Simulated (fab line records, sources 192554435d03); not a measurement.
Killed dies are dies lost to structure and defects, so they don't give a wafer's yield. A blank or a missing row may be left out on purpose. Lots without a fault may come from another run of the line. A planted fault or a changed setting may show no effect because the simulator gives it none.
A struck lot beside a sound one | flow n5_finfet | 16 steps out of a route of 1938
Sound: wafers L521.1, L521.3, L521.5. Struck: wafers L513.1, L513.4, L513.5. The cause comes at the end.
At each step with rows: each side's tool, then ch and its chambers, then its first start. Under that, the readings that differ: sound wafers | struck wafers | difference of the means | sigmas: that difference in standard deviations of wafers without a fault.
alike: readings whose means differ by less than 2 such deviations, and words and numbers that are the same on both sides. not compared: withheld readings, readings that some wafer has no value for, bounds like >300 that may hide the same value, and numbers for which the record gives no deviation and whose values overlap.
The two part at a step that has a row with sigmas, a row that says differs or no value, or rows on one side only. Numbers that don't overlap but have no deviation are shown without sigmas and don't part them. A reading that every wafer of one side lacks parts them only if that side has two wafers or more.

first, 2 steps without rows for these wafers: N5_BEOL_M1_SPUTTER_81 (material Cu, target thk 4.5 nm, time 8.29 s); N5_BEOL_M1_ANNEAL_82 (time 240 s).
N5_BEOL_M1_SPUTTER_86: material Cu, target thk 4.5 nm, time 8.29 s.
  sound on pvd_sputter-03, day 9 19:07; struck on pvd_sputter-02, day 7 17:59
  alike: chamber_pressure_pa, chuck_gas_flow_sccm, substrate_temp_c, throttle_valve_pct
N5_BEOL_M1_ANNEAL_87: time 240 s.
  sound on pvd_sputter-03, day 9 19:11; struck on pvd_sputter-02, day 7 18:04
  alike: heater_power_w
then, 4 steps without rows for these wafers: N5_BEOL_M1_SPUTTER_88 (material Cu, target thk 4.5 nm, time 8.29 s); N5_BEOL_M1_ANNEAL_89 (time 240 s); N5_BEOL_M1_SPUTTER_90 (material Cu, target thk 4.5 nm, time 8.29 s); N5_BEOL_M1_ANNEAL_91 (time 240 s).
N5_BEOL_M1_SPUTTER_92: material Cu, target thk 4.5 nm, time 8.29 s.
  sound on pvd_sputter-03, day 9 19:46; struck on pvd_sputter-02, day 7 18:39
  alike: chamber_pressure_pa, chuck_gas_flow_sccm, substrate_temp_c, throttle_valve_pct
then, 1 step without rows for these wafers: N5_BEOL_M1_ANNEAL_93 (time 240 s).
N5_BEOL_M1_SPUTTER_94: material Cu, target thk 4.5 nm, time 8.29 s.
  sound on pvd_sputter-03, day 9 19:59; struck on pvd_sputter-02, day 7 18:52
  alike: chamber_pressure_pa, chuck_gas_flow_sccm, substrate_temp_c, throttle_valve_pct
N5_BEOL_M1_ANNEAL_95: time 240 s.
  sound on pvd_sputter-03, day 9 20:04; struck on pvd_sputter-02, day 7 18:57
  alike: heater_power_w
N5_BEOL_M1_SPUTTER_96: material Cu, target thk 4.5 nm, time 8.29 s.
  sound on pvd_sputter-03, day 9 20:13; struck on pvd_sputter-02, day 7 19:05
  no value came back on the struck wafers for chamber_pressure_pa (Pa), chuck_gas_flow_sccm (sccm), substrate_temp_c (C), throttle_valve_pct (%); on the sound wafers chamber_pressure_pa (Pa) reads 0.07015 0.07021 0.07028
then, 1 step without rows for these wafers: N5_BEOL_M1_ECD_50 (material Cu, target thk 300 nm).
N5_BEOL_M4_RC_MEAS_101:
  sound on prober-01 ch 0, day 11 03:11; struck on prober-01 ch 0, day 9 04:02
  alike: DIBL_N, DIBL_P, IOFF_N, IOFF_P, ION_N, ION_P, SS_N, SS_P, VT_N, VT_P
-- the record jumps here: 4 days lie between the struck wafers' starts before and after (it left off in module BEOL_M4 and takes up again in module PASSIVATION, whose first step shown is number 1936 of the route) --
N5_PASSIVATION_PROBE_49:
  sound on prober-01, day 15 08:42; struck on prober-01, day 13 12:43
  alike: defect_limited_yield, killed_at_M0_to_M3, killed_at_M4_up, killed_at_contacts, killed_at_front_end, killed_at_other, killed_dies, killed_open, killed_short, sort_bin_5_function, sort_bin_6_memory, sort_bin_8_speed, sort_n_pass, sort_yield_pct

WHERE THEY PART
Only at N5_BEOL_M1_SPUTTER_96, within this record. Later steps at which nothing parts them and some readings are alike: N5_BEOL_M4_RC_MEAS_101, N5_PASSIVATION_PROBE_49.

WHY: what the simulator had put in
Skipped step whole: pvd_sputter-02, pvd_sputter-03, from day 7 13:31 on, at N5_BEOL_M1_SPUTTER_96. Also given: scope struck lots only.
